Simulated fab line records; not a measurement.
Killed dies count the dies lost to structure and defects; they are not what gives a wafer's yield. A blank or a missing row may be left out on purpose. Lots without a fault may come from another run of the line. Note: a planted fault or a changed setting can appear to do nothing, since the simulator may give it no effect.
Chamber matching :: flow n5_finfet :: N5_FIN_SAQP_ALD_61 on ald_sin-01: 4 sister chambers
The step deposits SiO2, target thk 4 nm, pulse time 1 s, purge time 2 s. 4 wafers are shown with their chamber, then 9 later ones without.

EACH WAFER AND ITS CHAMBER
wafer: L088.1
chamber: 3
heater_power_w (W): 415

wafer: L088.3
chamber: 2
heater_power_w (W): 517

wafer: L089.2
chamber: 1
heater_power_w (W): 548

wafer: L089.6
chamber: 0
heater_power_w (W): 453

WAFERS WITH NO CHAMBER GIVEN
wafer: L091.1
heater_power_w (W): 457

wafer: L091.2
heater_power_w (W): 524

wafer: L091.4
heater_power_w (W): 418

wafer: L092.1
heater_power_w (W): 415

wafer: L092.3
heater_power_w (W): 514

wafer: L092.4
heater_power_w (W): 568

wafer: L093.1
heater_power_w (W): 570

wafer: L093.5
heater_power_w (W): 508

wafer: L093.6
heater_power_w (W): 557

EACH ONE'S CHAMBER
wafer: L091.1
from the rows above: 0
in truth: 0

wafer: L091.2
from the rows above: can't be placed: 2 or 1
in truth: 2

wafer: L091.4
from the rows above: 3
in truth: 3

wafer: L092.1
from the rows above: 3
in truth: 3

wafer: L092.3
from the rows above: 2
in truth: 2

wafer: L092.4
from the rows above: 1
in truth: 1

wafer: L093.1
from the rows above: 1
in truth: 1

wafer: L093.5
from the rows above: 2
in truth: 2

wafer: L093.6
from the rows above: 1
in truth: 1
Placed correctly: 8 of 9. These rows do not allow placing 1 (true chamber among the candidates in 1). Placed wrongly: 0.
How it was worked out, from the rows above alone: a wafer's distance from a chamber is the root of the sum, over the readings, of the square of ((its reading less the chamber's mean) divided by the reading's scatter). If the next closest chamber is less than 2 further off than the closest, the wafer can't be placed; otherwise it belongs to the closest. Each chamber's mean is taken over the wafers shown for it. The scatter: root of mean squared gap, hidden wafer to nearest shown wafer, with one shown wafer a chamber.
